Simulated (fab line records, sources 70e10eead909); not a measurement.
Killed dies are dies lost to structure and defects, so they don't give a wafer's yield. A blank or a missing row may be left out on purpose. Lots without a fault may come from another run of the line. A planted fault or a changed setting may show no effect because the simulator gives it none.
fab line records | flow nand_harc | part 2 of 2: steps 5 to 6 of 6
record lots=20 wafers=60 last_day=24
route steps=1159 shown A_STAIRCASE@548
lots that met no fault: from a run of the same line without faults
start_h: hours from the record's first day to the start of the lot's first wafer shown | wait_h: hours since the lot's step before | " the same as in the row above | L1.1+2: a row that stands for several wafers | - no value, or no start given | * or withheld: withheld | < > ~ a bound
route shown NAME@n: a module of which the file shows steps, and the number in the route of the first | usual: mean/standard deviation of fault-free wafers | same: alike in all rows | chamber/n: place in a boat | sites: the reading at each site | _std_site: their standard deviation | _edge_site: outer sites' mean less inner sites' | radius_mm: how far each site lies from the wafer's centre | mask NAME#n: copy n | behind: the tool/chamber that last shaped the wafer | hold: why the lot was held/for how many hours/how that ended | device: the transistor (n, p or np) that didn't switch | end of line: the same wafers' tests at the end of the route | a step without rows: its recipe alone | killed: dies lost to structure and defects at the first sort, not the wafer's yield | map: a wafer's dies, x killed, . not, _ none there
set.NAME: the setting as run; set.NAME@STEP: as run at that earlier step | model.NAME: the simulator's own value behind a step, which no gauge read
steps of the route over a sample of lots; a table a step, a row a wafer
services: from which hour (start_h, from the record's first day; less than 0 if before it) a tool's chamber was out of use, for how many hours, and why
## steps
# step NHARC_A_STAIRCASE_TRIM_198
# recipe time_s=211.2 o2_flow_sccm=500 ar_flow_sccm=0 bias_w=0 chemistry=O2
# usual drypump_motor_current_A=5.6/0.46 oes_product_au=0.999/0.0085 rf_vpp_V=57.8/0.94 showerhead_plenum_p_Torr=3.60/0.13 throttle_valve_pct=17.037/0.0088
# columns lot.wafer tool chamber start_h wait_h drypump_motor_current_A oes_product_au rf_hours_counter_h rf_vpp_V showerhead_plenum_p_Torr throttle_valve_pct
L074.3 rie_diel-07 0 - - 5.5 0.999 1 58.2 3.56 17.036
L074.4 " 2 " " 5.2 0.993 1 56.9 3.77 17.034
L074.6 " 0 " " 5.5 1.003 - 58.2 3.56 17.027
L075.1 rie_diel-09 0 - - 5.4 1.008 62 57.9 3.28 17.044
L075.4 " 1 " " 5.0 0.980 67 56.9 3.39 17.033
L075.6 " 2 " " 6.4 1.007 - 57.8 3.64 17.037
L078.2 rie_diel-07 0 - - 5.5 1.010 7 58.0 3.56 17.048
L078.6 " 2 " " 5.2 0.999 - 58.5 3.77 17.031
L078.5 " 3 " " 6.5 0.997 - 59.0 3.65 17.044
L081.2 rie_diel-07 0 - - 5.5 1.011 16 57.8 3.55 17.026
L081.1 " 1 " " 5.7 1.004 14 59.7 3.68 17.053
L081.5 " 3 " " 6.5 0.990 - 57.5 3.65 17.037
L080.2 rie_diel-10 0 - - 5.4 1.011 39 58.7 3.57 17.037
L080.3 " 2 " " 5.7 1.002 40 56.4 3.31 17.024
L080.5 " 1 " " 5.4 1.014 - 58.3 3.66 17.043
L082.1 rie_diel-09 3 - - 5.4 0.982 11 59.6 3.57 17.032
L082.2 " 0 " " 5.4 0.995 6 56.4 3.80 17.030
L082.4 " 1 " " 5.0 0.998 12 58.1 3.38 17.037
L084.3 rie_diel-07 2 - - 5.2 0.982 20 57.4 3.76 17.027
L084.4 " 3 " " 6.5 0.993 21 58.7 3.65 17.033
L084.6 " 0 " " 5.5 0.994 - 56.9 3.55 17.031
L087.1 rie_diel-09 1 - - 5.0 0.995 19 57.6 3.38 17.032
L087.3 " 2 " " 6.4 1.007 20 56.2 3.63 17.038
L087.5 " 0 " " 5.4 0.989 - 58.4 3.80 17.026
L086.4 rie_diel-07 2 - - 5.2 0.981 27 59.4 3.76 17.037
L086.1 " 3 " " 6.5 0.997 28 58.6 3.64 17.042
L086.2 " 1 " " 5.6 1.006 26 57.7 3.68 17.045
L085.2 rie_diel-10 2 - - 5.8 1.002 53 57.1 3.30 17.044
L085.1 " 3 " " 5.4 1.008 49 57.0 3.58 17.031
L085.5 " 1 " " 5.4 1.010 - 57.5 3.66 17.036
L088.3 rie_diel-09 0 - - 5.4 1.021 20 58.9 3.80 17.041
L088.4 " 1 " " 5.0 1.002 25 58.1 3.37 17.040
L088.6 " 3 " " 5.4 1.005 - 57.8 3.56 17.040
L090.2 rie_diel-10 2 - - 5.7 1.003 55 57.6 3.30 17.042
L090.1 " 1 " " 5.4 1.010 56 57.4 3.66 17.025
L090.6 " 2 " " 5.7 1.007 - 56.4 3.30 17.035
L091.2 rie_diel-09 3 - - 5.4 0.999 29 57.1 3.56 17.046
L091.3 " 0 " " 5.4 0.999 21 57.6 3.80 17.035
L091.6 " 1 " " 5.0 0.995 - 57.1 3.37 17.042
L089.4 rie_diel-07 3 - - 6.4 1.009 36 57.2 3.64 17.045
L089.6 " 3 " " 6.4 1.005 - 58.7 3.64 17.058
L089.5 " 0 " " 5.5 0.999 - 57.7 3.54 17.048
L092.3 rie_diel-09 2 - - 6.4 0.995 32 57.7 3.62 17.031
L092.2 " 1 " " 5.0 1.001 30 57.8 3.37 17.035
L092.6 " 3 " " 5.4 0.989 - 58.0 3.56 17.051
L093.2 rie_diel-07 3 - - 6.4 0.995 41 56.4 3.63 17.035
L093.6 " 1 " " 5.6 0.997 - 58.5 3.67 17.047
L093.5 " 2 " " 5.2 0.987 - 57.6 3.75 17.042
L094.2 rie_diel-07 3 - - 6.4 1.002 45 57.9 3.63 17.041
L094.1 " 0 " " 5.5 1.000 43 56.9 3.54 17.036
L094.4 " 2 " " 5.2 0.984 44 56.9 3.75 17.037
L095.2 rie_diel-07 0 - - 5.5 1.012 47 57.0 3.53 17.035
L095.4 " 1 " " 5.7 0.992 46 58.2 3.67 17.042
L095.3 " 2 " " 5.2 0.983 48 58.6 3.74 17.039
L096.4 rie_diel-07 3 - - 6.4 0.999 51 57.5 3.63 17.041
L096.1 " 0 " " 5.5 1.002 48 57.0 3.53 17.038
L096.3 " 2 " " 5.2 0.998 51 59.4 3.74 17.042
L097.4 rie_diel-07 0 - - 5.5 1.006 49 56.7 3.53 17.039
L097.6 " 2 " " 5.2 0.992 - 57.4 3.74 17.033
L097.5 " 3 " " 6.5 1.002 - 59.0 3.63 17.022
# step NHARC_A_STAIRCASE_TRIM_200
# recipe time_s=211.2 o2_flow_sccm=500 ar_flow_sccm=0 bias_w=0 chemistry=O2
# usual drypump_motor_current_A=5.6/0.46 oes_product_au=1.000/0.0094 rf_vpp_V=57.9/0.81 showerhead_plenum_p_Torr=3.61/0.13 throttle_valve_pct=17.037/0.0095
# columns lot.wafer tool chamber start_h wait_h drypump_motor_current_A oes_product_au rf_hours_counter_h rf_vpp_V showerhead_plenum_p_Torr throttle_valve_pct
L074.3 rie_diel-07 1 - - 5.7 0.987 1 58.4 3.69 17.017
L074.4 " 2 " " 5.2 1.006 1 59.2 3.77 17.030
L074.6 " 0 " " 5.6 1.010 - 57.1 3.56 17.031
L075.1 rie_diel-09 1 - - 5.0 0.990 67 57.3 3.39 17.044
L075.4 " 0 " " 5.4 1.002 62 57.0 3.28 17.044
L075.6 " 2 " " 6.4 0.999 - 57.1 3.64 17.046
L078.2 rie_diel-07 2 - - 5.2 1.002 6 59.0 3.77 17.024
L078.5 " 1 " " 5.7 1.009 - 58.9 3.69 17.042
L078.6 " 2 " " 5.2 1.009 - 58.7 3.77 17.045
L081.1 rie_diel-07 1 - - 5.6 0.998 15 58.6 3.68 17.021
L081.2 " 3 " " 6.5 0.990 17 58.4 3.65 17.046
L081.5 " 1 " " 5.6 0.993 - 58.3 3.68 17.043
L080.2 rie_diel-10 0 - - 5.4 1.004 40 58.2 3.56 17.033
L080.3 " 1 " " 5.4 1.017 41 58.0 3.66 17.036
L080.5 " 3 " " 5.4 1.001 - 59.2 3.59 17.055
L082.1 rie_diel-09 1 - - 5.0 1.007 12 58.1 3.38 17.041
L082.2 " 2 " " 6.4 1.009 13 57.7 3.63 17.037
L082.4 " 3 " " 5.4 0.990 12 58.9 3.57 17.024
L084.3 rie_diel-07 2 - - 5.2 0.993 20 57.4 3.76 17.040
L084.4 " 1 " " 5.7 0.991 19 59.1 3.68 17.033
L084.6 " 2 " " 5.2 0.984 - 57.3 3.76 17.037
L087.3 rie_diel-09 1 - - 5.0 0.996 19 57.8 3.38 17.037
L087.1 " 2 " " 6.4 1.006 20 57.8 3.63 17.042
L087.5 " 1 " " 5.0 1.001 - 56.5 3.38 17.047
L086.1 rie_diel-07 2 - - 5.2 0.977 27 57.9 3.76 17.045
L086.2 " 3 " " 6.5 0.986 28 58.1 3.64 17.043
L086.4 " 1 " " 5.7 0.989 26 57.5 3.68 17.037
L085.1 rie_diel-10 2 - - 5.7 1.002 53 58.2 3.30 17.047
L085.2 " 0 " " 5.4 1.014 54 58.1 3.56 17.029
L085.5 " 2 " " 5.7 0.995 - 57.9 3.30 17.047
L088.3 rie_diel-09 2 - - 6.4 0.986 28 57.4 3.62 17.048
L088.4 " 1 " " 5.0 0.995 25 57.1 3.37 17.038
L088.6 " 2 " " 6.4 0.996 - 57.5 3.63 17.038
L090.2 rie_diel-10 1 - - 5.4 1.020 56 57.6 3.66 17.047
L090.1 " 3 " " 5.4 1.000 51 56.9 3.58 17.028
L090.6 " 1 " " 5.4 1.012 - 57.3 3.66 17.034
L091.2 rie_diel-09 0 - - 5.4 1.007 21 59.3 3.80 17.035
L091.3 " 1 " " 5.0 1.009 27 57.6 3.37 17.051
L091.6 " 2 " " 6.4 1.006 - 57.2 3.62 17.047
L089.4 rie_diel-07 3 - - 6.5 0.998 37 57.6 3.64 17.040
L089.6 " 1 " " 5.7 1.000 - 57.4 3.67 17.046
L089.5 " 2 " " 5.2 0.995 - 57.5 3.75 17.047
L093.2 rie_diel-07 1 - - 5.6 1.017 38 58.5 3.67 17.050
L093.6 " 2 " " 5.2 0.984 - 58.9 3.75 17.045
L093.5 " 3 " " 6.4 0.995 - 57.2 3.63 17.038
L092.3 rie_diel-09 2 - - 6.4 0.998 36 58.7 3.62 17.045
L092.2 " 3 " " 5.3 0.994 34 56.5 3.56 17.045
L092.6 " 2 " " 6.4 0.998 - 57.8 3.62 17.037
L094.1 rie_diel-07 3 - - 6.5 0.997 46 57.8 3.63 17.050
L094.2 " 0 " " 5.5 0.998 44 57.7 3.54 17.037
L094.4 " 1 " " 5.7 0.994 43 57.1 3.67 17.054
L095.4 rie_diel-07 1 - - 5.7 0.999 46 57.6 3.67 17.044
L095.2 " 3 " " 6.5 1.010 49 56.5 3.63 17.053
L095.3 " 0 " " 5.5 1.013 47 58.2 3.53 17.029
L096.1 rie_diel-07 3 - - 6.4 0.994 51 57.1 3.63 17.019
L096.4 " 0 " " 5.6 0.999 49 57.3 3.53 17.030
L096.3 " 1 " " 5.7 0.996 49 58.0 3.66 17.052
L097.4 rie_diel-07 1 - - 5.7 1.008 50 57.8 3.66 17.028
L097.6 " 1 " " 5.7 1.002 - 58.9 3.66 17.026
L097.5 " 2 " " 5.2 1.000 - 59.3 3.74 17.044
## services
# columns tool chamber start_h hours kind
rie_diel-07 - 228.25 9.0 pm
rie_diel-07 0 228.25 9.0 vent_cycle
rie_diel-07 1 228.25 9.0 vent_cycle
rie_diel-07 2 228.25 9.0 vent_cycle
rie_diel-07 3 228.25 9.0 vent_cycle
rie_diel-07 0 237.25 - clean
rie_diel-07 1 237.25 - clean
rie_diel-07 2 237.25 - clean
rie_diel-07 3 237.25 - clean
rie_diel-07 - 245.11 0.2 repair
rie_diel-09 - 254.17 9.0 pm
rie_diel-07 0 261.75 - clean
rie_diel-07 1 261.75 - clean
rie_diel-07 2 261.75 - clean
rie_diel-07 3 261.75 - clean
rie_diel-10 3 270.08 9.6 repair
rie_diel-07 0 286.25 - clean
rie_diel-07 1 286.25 - clean
rie_diel-07 2 286.25 - clean
rie_diel-07 3 286.25 - clean
rie_diel-10 0 290.46 1.5 repair
rie_diel-10 - 304.83 1.8 repair
rie_diel-07 0 311.11 - clean
rie_diel-10 - 353.62 9.0 pm
